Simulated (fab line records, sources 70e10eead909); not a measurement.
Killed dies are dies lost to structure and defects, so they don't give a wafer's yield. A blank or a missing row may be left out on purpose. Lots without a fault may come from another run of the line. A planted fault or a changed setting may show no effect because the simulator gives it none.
One fault seen from 3 desks | flow nand_harc | each desk has only its own numbers; what lay behind them comes last

THE DEFECT DESK
What the inspections along the route counted, lot by lot: means of the sampled wafers that have a number. A lot is out of limits, marked OUT, if its mean lies more than 4 standard deviations from the usual mean; the brackets give that distance.
Columns: A = raw_defect_count at NHARC_A_BLC_INSPECT_12, usual 32
lot  | first seen here | A
L217 | day 17 13:51    | 24
L215 | day 17 15:40    | 35
L228 | day 19 21:25    | 47
L232 | day 21 15:17    | 13
L237 | day 22 23:56    | 20
This desk's finding: nothing out of limits on any of the 5 lots.

THE TOOL OWNER'S DESK: rie_diel-07
The tool's own readings at NHARC_A_BLC_ETCH_18 (etches the open film in C4F8/O2/Ar, target depth 910 nm): means of the sampled wafers that have a number, for each lot that ran on this tool. A lot is out of limits, marked OUT, if its mean lies more than 4 standard deviations from the usual mean; the brackets give that distance.
Columns: A = oes_product_au at NHARC_A_BLC_ETCH_18, usual 0.956 a.u.; B = rf_vpp_V at NHARC_A_BLC_ETCH_18, usual 978 V
lot  | first seen here | A     | B
L217 | day 17 14:35    | 0.940 | 975
L228 | day 19 22:14    | 0.894 | 983
This desk's finding: nothing out of limits on any of the 2 lots.

THE METROLOGY DESK
What the gauges read, lot by lot, whatever tool the lot ran on: means of the sampled wafers that have a number. A lot is out of limits, marked OUT, if its mean lies more than 4 standard deviations from the usual mean; the brackets give that distance.
Columns: A = cd_nm at NHARC_A_BLC_CD_MEAS_10, usual 100.1 nm; B = overlay_x_nm at NHARC_A_BLC_OVL_MEAS_11, usual -0.2 nm; C = overlay_y_nm at NHARC_A_BLC_OVL_MEAS_11, usual 0.3 nm; D = cd_nm at NHARC_A_BLC_CD_MEAS_19, usual 99.6 nm
lot  | first seen here | A     | B    | C   | D
L217 | day 17 13:44    | 100.4 | 0.3  | 0.0 | 98.7
L215 | day 17 15:33    | 99.8  | -0.2 | 0.7 | 100.2
L228 | day 19 21:18    | 99.7  | 0.3  | 0.3 | 99.7
L232 | day 21 15:10    | 99.6  | -0.7 | 0.3 | 97.5
L237 | day 22 23:48    | 100.6 | 1.7  | 0.2 | 99.9
This desk's finding: nothing out of limits on any of the 5 lots.

PUT TOGETHER
The defect desk saw nothing out of limits.
The tool owner's desk saw nothing out of limits.
The metrology desk saw nothing out of limits.

WHAT THE SIMULATOR HAD PUT IN
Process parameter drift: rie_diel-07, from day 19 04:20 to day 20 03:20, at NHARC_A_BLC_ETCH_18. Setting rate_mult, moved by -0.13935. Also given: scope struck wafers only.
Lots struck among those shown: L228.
